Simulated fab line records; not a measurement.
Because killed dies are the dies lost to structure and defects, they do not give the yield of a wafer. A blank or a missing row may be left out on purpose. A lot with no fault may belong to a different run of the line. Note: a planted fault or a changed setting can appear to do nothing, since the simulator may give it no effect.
Chamber matching || flow n5 finfet || ald metal-03 running N5_HKMG_FIN_PWFM_ALD_03: 4 sister chambers
The step deposits TiN, target thk 2 nm, pulse time 1 s, purge time 3 s. 4 wafers are shown with their chamber, then 9 later ones without.

== WAFERS, EACH WITH ITS CHAMBER ==
{"wafer": "L082.1", "chamber": 0, "heater power w (W)": 725}
{"wafer": "L082.4", "chamber": 2, "heater power w (W)": 890}
{"wafer": "L085.2", "chamber": 1, "heater power w (W)": 903}
{"wafer": "L085.6", "chamber": 3, "heater power w (W)": 930}

== WAFERS WITH NO CHAMBER GIVEN ==
{"wafer": "L090.1", "heater power w (W)": 925}
{"wafer": "L090.2", "heater power w (W)": 741}
{"wafer": "L090.4", "heater power w (W)": 894}
{"wafer": "L091.2", "heater power w (W)": 964}
{"wafer": "L091.4", "heater power w (W)": 913}
{"wafer": "L091.5", "heater power w (W)": 908}
{"wafer": "L096.2", "heater power w (W)": 934}
{"wafer": "L096.3", "heater power w (W)": 731}
{"wafer": "L096.5", "heater power w (W)": 900}

== WHICH CHAMBER EACH WENT THROUGH ==
{"wafer": "L090.1", "from the rows above": "can't be placed: 3 or 1", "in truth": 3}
{"wafer": "L090.2", "from the rows above": 0, "in truth": 0}
{"wafer": "L090.4", "from the rows above": "can't be placed: 2 or 1", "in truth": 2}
{"wafer": "L091.2", "from the rows above": 3, "in truth": 3}
{"wafer": "L091.4", "from the rows above": "can't be placed: 1 or 3 or 2", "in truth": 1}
{"wafer": "L091.5", "from the rows above": "can't be placed: 1 or 2 or 3", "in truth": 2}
{"wafer": "L096.2", "from the rows above": 3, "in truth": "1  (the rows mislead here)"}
{"wafer": "L096.3", "from the rows above": 0, "in truth": 0}
{"wafer": "L096.5", "from the rows above": "can't be placed: 1 or 2", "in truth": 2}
Correctly placed: 3 of 9. Can't be placed from these rows: 5 (the true chamber is among the candidates in 5). Placed wrongly: 1.
How it was worked out, from the rows above alone: a wafer's distance from a chamber is the root of the sum, over the readings, of the square of ((its reading less the chamber's mean) divided by the reading's scatter). The wafer belongs to the nearest chamber; if the next one is less than 2 further off, it can't be placed. Each chamber's mean is taken over the wafers shown for it. The scatter: with one shown wafer a chamber, the root of the mean of the squares of how far each hidden wafer lies from its nearest shown one.
